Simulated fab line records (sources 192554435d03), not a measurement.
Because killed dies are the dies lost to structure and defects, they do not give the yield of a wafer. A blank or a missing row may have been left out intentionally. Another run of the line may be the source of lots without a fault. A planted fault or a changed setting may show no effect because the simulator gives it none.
Split-lot study + flow n5 finfet + 7 lots, 21 wafers read, on a route of 1938 steps

THE SPLIT
At N5_BEOL_M6_ETCH_66 (etches SOC in N2/H2, target depth 80 nm, overetch 16 nm, time 120 s), the setting source w was moved away from the recipe's 840 W on 6 of the 21 wafers read, by -6.2% to +17.4%. For the rest of the wafers, this setting stayed at what the recipe calls for.

The reading is taken at the split's own step.

THE READING
rf vpp V, in V, at N5_BEOL_M6_ETCH_66 (etches SOC in N2/H2, target depth 80 nm, overetch 16 nm, time 120 s). Fault-free wafers of this fab line usually give 523.9 V, standard deviation 3 V.

| wafer  | tool, chamber at the split | source w as run, W | against the recipe | rf vpp V, V | against lot-mates on the recipe |
|--------|----------------------------|--------------------|--------------------|-------------|---------------------------------|
| L074.1 | rie diel-01, 1             | 840                | recipe             | 521.9       | -                               |
| L074.3 | rie diel-01, 2             | 840                | recipe             | 522.6       | -                               |
| L074.6 | rie diel-01, 3             | 840                | recipe             | 522.2       | -                               |
| L080.1 | rie diel-06, 0             | 986.5              | +17.4%             | 499.9       | -23.1                           |
| L080.2 | rie diel-06, 3             | 840                | recipe             | 522.7       | -                               |
| L080.6 | rie diel-06, 1             | 840                | recipe             | 523.2       | -                               |
| L087.2 | rie diel-01, 0             | 927.8              | +10.5%             | 507.1       | -16.3                           |
| L087.4 | rie diel-01, 2             | 927.8              | +10.5%             | 504.7       | -18.7                           |
| L087.5 | rie diel-01, 0             | 840                | recipe             | 523.4       | -                               |
| L090.1 | rie diel-06, 0             | 840                | recipe             | 528.3       | -                               |
| L090.3 | rie diel-06, 2             | 840                | recipe             | 524.5       | -                               |
| L090.6 | rie diel-06, 1             | 840                | recipe             | 522.5       | -                               |
| L088.2 | rie diel-06, 2             | 787.9              | -6.2%              | 537.8       | +13.0                           |
| L088.5 | rie diel-06, 3             | 787.9              | -6.2%              | 532.6       | +7.8                            |
| L088.6 | rie diel-06, 2             | 840                | recipe             | 524.8       | -                               |
| L095.3 | rie diel-01, 0             | 893                | +6.3%              | 512.8       | -9.6                            |
| L095.4 | rie diel-01, 2             | 840                | recipe             | 523.6       | -                               |
| L095.6 | rie diel-01, 1             | 840                | recipe             | 521.1       | -                               |
| L093.1 | rie diel-01, 1             | 840                | recipe             | 523.2       | -                               |
| L093.4 | rie diel-01, 0             | 840                | recipe             | 523.1       | -                               |
| L093.6 | rie diel-01, 2             | 840                | recipe             | 520.9       | -                               |

THE FIT
A straight line over all 21 wafers: rf vpp V changes by -1.55 V for each +1% of source w; r = -0.97; the points scatter about the line by 2.1 V.
The same after taking each lot's own level away (the mean of its wafers on the recipe; 21 wafers): -1.5 V for each +1%; r = -0.98; scatter 1.8 V.
The reading moves by 26 V for the largest change in source w, on that fit.
The span of the lots' own levels, 522.23 to 525.10 V, comes to 1.0 times the standard deviation stated above.
The two slopes are in agreement: the lot-to-lot level therefore moves the slope only a little.
Check: with one of the wafers moved furthest among these (+17.4%) left out of the fit, the line predicts -28.9 V for it against its lot-mates. It came out at -23.1 V against them.
Tool readings at the split's step, against how far the setting was moved: rf vpp V r = -0.97.

THE OTHER SPLITS THESE WAFERS WENT THROUGH
Other splits were also applied to these wafers ahead of the reading. Each is held against what the fit with the lots' levels taken away leaves over:
| other split on the same wafers | wafers away from the commonest value | r with rf vpp V (lot level and that fit taken away) |
|--------------------------------|--------------------------------------|-----------------------------------------------------|
| N5_BEOL_M5_EXPOSE_25 dose mj   | 4                                    | -0.01                                               |
| N5_BEOL_M6_EXPOSE_25 dose mj   | 5                                    | -0.19                                               |

FILE'S OWN FIT
rf vpp V changes by -1.44 V for each +1% of source w, r = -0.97.
